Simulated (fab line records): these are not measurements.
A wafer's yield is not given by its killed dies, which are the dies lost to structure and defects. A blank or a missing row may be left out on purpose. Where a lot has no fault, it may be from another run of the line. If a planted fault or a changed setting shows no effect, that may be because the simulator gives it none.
Chamber matching ; flow nand-harc ; NHARC_A_STAIRCASE_DEP_325 on pecvd-04: 3 sister chambers
The step deposits SiO2, target thk 3800 nm. 6 wafers are shown with their chamber, then 8 later ones without.

== WAFERS PAIRED WITH THEIR CHAMBERS ==
wafer;chamber;heater-power-outer-w (W);heater-power-w (W)
L699.1;0;419;693
L703.5;1;346;621
L703.6;0;306;560
L708.4;2;274;521
L708.6;1;335;585
L710.4;2;270;535

== WAFERS WITHOUT THEIR CHAMBER ==
wafer;heater-power-outer-w (W);heater-power-w (W)
L710.5;331;607
L710.6;280;529
L711.1;437;753
L711.5;323;609
L711.6;278;534
L713.1;354;634
L713.3;360;644
L713.6;324;616

== WHICH CHAMBER EACH WENT THROUGH ==
wafer;from the rows above;in truth
L710.5;can't be placed: 1 or 0 or 2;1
L710.6;can't be placed: 2 or 1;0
L711.1;can't be placed: 0 or 1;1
L711.5;can't be placed: 1 or 0 or 2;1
L711.6;can't be placed: 2 or 1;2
L713.1;can't be placed: 0 or 1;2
L713.3;can't be placed: 0 or 1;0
L713.6;can't be placed: 1 or 0 or 2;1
0 of 8 placed correctly. Cannot be placed on the basis of these rows: 8; the candidates contain the true chamber in 6. Wrongly placed: 0.
How it was worked out, from the rows above alone: a wafer's distance from a chamber is the root of the sum, over the readings, of the square of ((its reading less the chamber's mean) divided by the reading's scatter). If the next closest chamber is less than 2 further off than the closest, the wafer can't be placed; otherwise it belongs to the closest. Each chamber's mean is taken over the wafers shown for it. How the scatter is found: for the shown wafers, subtract from each reading the mean of its chamber, square and add these, divide the total by (wafers less chambers), then take the root.
